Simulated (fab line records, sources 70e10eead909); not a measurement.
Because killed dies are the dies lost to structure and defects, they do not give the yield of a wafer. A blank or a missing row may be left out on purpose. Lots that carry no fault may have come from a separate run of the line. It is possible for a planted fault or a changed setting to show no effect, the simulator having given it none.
Which tool did it? / flow nand_harc / 15 lots with 45 wafers sampled at 2 steps, on a route of 1302 steps

== WHAT EACH GAUGE READ, for each wafer ==
NHARC_P_STI_OVL_MEAS_10. Usual: overlay_x_nm -1 nm, standard deviation 5.1; overlay_y_nm 0 nm, standard deviation 6.1.
lot=L206; measured=day 2 18:30; on=overlay-02; overlay_x_nm (nm)=4 5 4; overlay_y_nm (nm)=-5 -5 -5; flag=
lot=L207; measured=day 3 06:17; on=overlay-01; overlay_x_nm (nm)=-7 -7 -8; overlay_y_nm (nm)=3 3 3; flag=
lot=L208; measured=day 3 15:17; on=overlay-02; overlay_x_nm (nm)=0 -1 0; overlay_y_nm (nm)=-7 -7 -8; flag=
lot=L209; measured=day 4 02:14; on=overlay-01; overlay_x_nm (nm)=-2 -2 -3; overlay_y_nm (nm)=1 1 1; flag=
lot=L213; measured=day 5 18:27; on=overlay-01; overlay_x_nm (nm)=0 0 0; overlay_y_nm (nm)=-8 -8 -8; flag=
lot=L214; measured=day 6 04:44; on=overlay-02; overlay_x_nm (nm)=1 2 2; overlay_y_nm (nm)=5 4 5; flag=
lot=L215; measured=day 6 14:47; on=overlay-01; overlay_x_nm (nm)=-1 0 -1; overlay_y_nm (nm)=4 5 5; flag=
lot=L216; measured=day 7 01:56; on=overlay-02; overlay_x_nm (nm)=-9 -8 -9; overlay_y_nm (nm)=2 2 1; flag=
lot=L220; measured=day 8 14:48; on=overlay-01; overlay_x_nm (nm)=-4 -4 -5; overlay_y_nm (nm)=-7 -7 -7; flag=
lot=L221; measured=day 9 00:45; on=overlay-01; overlay_x_nm (nm)=-5 -5 -5; overlay_y_nm (nm)=7 8 7; flag=
lot=L222; measured=day 9 10:58; on=overlay-02; overlay_x_nm (nm)=5 4 4; overlay_y_nm (nm)=-6 -6 -6; flag=
lot=L223; measured=day 9 22:13; on=overlay-02; overlay_x_nm (nm)=-4 -4 -4; overlay_y_nm (nm)=7 6 6; flag=
lot=L226; measured=day 10 23:43; on=overlay-01; overlay_x_nm (nm)=3 3 4; overlay_y_nm (nm)=-6 -7 -6; flag=
lot=L227; measured=day 11 14:29; on=overlay-02; overlay_x_nm (nm)=1 2 1; overlay_y_nm (nm)=12 13 13; flag=
lot=L228; measured=day 12 00:09; on=overlay-01; overlay_x_nm (nm)=2 1 1; overlay_y_nm (nm)=6 6 6; flag=

== TOOL THAT RAN EACH LOT (tool first, then ch and the chambers of the sampled wafers, then the start) ==
lot=L206; NHARC_P_ZERO_WELL_DESCUM_13=rie_diel-04 ch 0,3, day 1 21:25
lot=L207; NHARC_P_ZERO_WELL_DESCUM_13=rie_diel-07 ch 0,2,3, day 2 07:58
lot=L208; NHARC_P_ZERO_WELL_DESCUM_13=rie_diel-01 ch 1,2, day 2 17:21
lot=L209; NHARC_P_ZERO_WELL_DESCUM_13=rie_diel-04 ch 1,3, day 3 03:17
lot=L213; NHARC_P_ZERO_WELL_DESCUM_13=rie_diel-04 ch 1,2,3, day 4 19:27
lot=L214; NHARC_P_ZERO_WELL_DESCUM_13=rie_diel-01 ch 0,2,3, day 5 05:16
lot=L215; NHARC_P_ZERO_WELL_DESCUM_13=rie_diel-01 ch 1,2,3, day 5 15:17
lot=L216; NHARC_P_ZERO_WELL_DESCUM_13=rie_diel-04 ch 0,1,2, day 6 01:25
lot=L220; NHARC_P_ZERO_WELL_DESCUM_13=rie_diel-04 ch 0,1,2, day 7 17:25
lot=L221; NHARC_P_ZERO_WELL_DESCUM_13=rie_diel-01 ch 0,1,3, day 8 03:24
lot=L222; NHARC_P_ZERO_WELL_DESCUM_13=rie_diel-01 ch 0,1, day 8 13:24
lot=L223; NHARC_P_ZERO_WELL_DESCUM_13=rie_diel-01 ch 1,3, day 8 23:33
lot=L226; NHARC_P_ZERO_WELL_DESCUM_13=rie_diel-04 ch 0,3, day 10 05:17
lot=L227; NHARC_P_ZERO_WELL_DESCUM_13=rie_diel-04 ch 0,1, day 10 15:26
lot=L228; NHARC_P_ZERO_WELL_DESCUM_13=rie_diel-04 ch 1,2, day 11 01:16
- NHARC_P_ZERO_WELL_DESCUM_13: chemistry O2, time 3 s.

== AS READ BY THE TOOLS THEMSELVES (means over the sampled wafers that have a number; for cases with no such wafer, the mark the record gives instead) ==
NHARC_P_ZERO_WELL_DESCUM_13. Usual: drypump_motor_current_A 5.72 A, standard deviation 0.29; oes_product_au 1.000 a.u., standard deviation 0.012; rf_vpp_V 57.9 V, standard deviation 0.9; showerhead_plenum_p_Torr 1.96 Torr, standard deviation 0.09; throttle_valve_pct 11.312 %, standard deviation 0.0086.
lot=L206; tool=rie_diel-04; drypump_motor_current_A (A)=5.71; oes_product_au (a.u.)=1.002; rf_vpp_V (V)=57.7; showerhead_plenum_p_Torr (Torr)=2.05; throttle_valve_pct (%)=11.314; flag=
lot=L207; tool=rie_diel-07; drypump_motor_current_A (A)=5.24; oes_product_au (a.u.)=1.001; rf_vpp_V (V)=57.0; showerhead_plenum_p_Torr (Torr)=1.89; throttle_valve_pct (%)=11.312; flag=
lot=L208; tool=rie_diel-01; drypump_motor_current_A (A)=6.05; oes_product_au (a.u.)=0.989; rf_vpp_V (V)=58.0; showerhead_plenum_p_Torr (Torr)=1.86; throttle_valve_pct (%)=11.306; flag=
lot=L209; tool=rie_diel-04; drypump_motor_current_A (A)=5.50; oes_product_au (a.u.)=1.007; rf_vpp_V (V)=57.9; showerhead_plenum_p_Torr (Torr)=2.03; throttle_valve_pct (%)=11.311; flag=
lot=L213; tool=rie_diel-04; drypump_motor_current_A (A)=5.56; oes_product_au (a.u.)=1.010; rf_vpp_V (V)=57.2; showerhead_plenum_p_Torr (Torr)=2.00; throttle_valve_pct (%)=11.316; flag=
lot=L214; tool=rie_diel-01; drypump_motor_current_A (A)=5.90; oes_product_au (a.u.)=1.013; rf_vpp_V (V)=58.3; showerhead_plenum_p_Torr (Torr)=1.92; throttle_valve_pct (%)=11.301; flag=
lot=L215; tool=rie_diel-01; drypump_motor_current_A (A)=6.06; oes_product_au (a.u.)=0.995; rf_vpp_V (V)=58.7; showerhead_plenum_p_Torr (Torr)=1.89; throttle_valve_pct (%)=11.311; flag=
lot=L216; tool=rie_diel-04; drypump_motor_current_A (A)=5.60; oes_product_au (a.u.)=0.993; rf_vpp_V (V)=58.4; showerhead_plenum_p_Torr (Torr)=2.03; throttle_valve_pct (%)=11.310; flag=
lot=L220; tool=rie_diel-04; drypump_motor_current_A (A)=5.65; oes_product_au (a.u.)=0.999; rf_vpp_V (V)=58.4; showerhead_plenum_p_Torr (Torr)=2.02; throttle_valve_pct (%)=11.308; flag=
lot=L221; tool=rie_diel-01; drypump_motor_current_A (A)=6.09; oes_product_au (a.u.)=1.002; rf_vpp_V (V)=56.9; showerhead_plenum_p_Torr (Torr)=1.87; throttle_valve_pct (%)=11.303; flag=
lot=L222; tool=rie_diel-01; drypump_motor_current_A (A)=6.07; oes_product_au (a.u.)=0.999; rf_vpp_V (V)=57.2; showerhead_plenum_p_Torr (Torr)=1.82; throttle_valve_pct (%)=11.318; flag=
lot=L223; tool=rie_diel-01; drypump_motor_current_A (A)=6.25; oes_product_au (a.u.)=0.983; rf_vpp_V (V)=58.4; showerhead_plenum_p_Torr (Torr)=1.84; throttle_valve_pct (%)=11.308; flag=
lot=L226; tool=rie_diel-04; drypump_motor_current_A (A)=5.68; oes_product_au (a.u.)=1.001; rf_vpp_V (V)=57.2; showerhead_plenum_p_Torr (Torr)=1.99; throttle_valve_pct (%)=11.307; flag=
lot=L227; tool=rie_diel-04; drypump_motor_current_A (A)=5.57; oes_product_au (a.u.)=0.992; rf_vpp_V (V)=57.7; showerhead_plenum_p_Torr (Torr)=2.04; throttle_valve_pct (%)=11.315; flag=
lot=L228; tool=rie_diel-04; drypump_motor_current_A (A)=5.60; oes_product_au (a.u.)=0.991; rf_vpp_V (V)=57.7; showerhead_plenum_p_Torr (Torr)=1.99; throttle_valve_pct (%)=11.310; flag=

== THE ANSWER, worked out from the rows above alone ==
Rule: a lot counts as off when the mean over its wafers that have a number is more than 3 standard deviations away from the usual mean. Also off: a lot with no number at a reading for which 4 or more lots have one. Where the step has rows for the other lots, those lots are counted as sound. After the gauges, taken in route order, come the tools' own readings; for these a lot's mean is taken, as printed above. The first step at which some lot is off is used, and at that step the reading that is off furthest; a lot without a number counts as furthest.
Across all readings shown, no lot is off: no conclusion can be drawn from this.

== WHAT HAD BEEN PUT IN BY THE SIMULATOR ==
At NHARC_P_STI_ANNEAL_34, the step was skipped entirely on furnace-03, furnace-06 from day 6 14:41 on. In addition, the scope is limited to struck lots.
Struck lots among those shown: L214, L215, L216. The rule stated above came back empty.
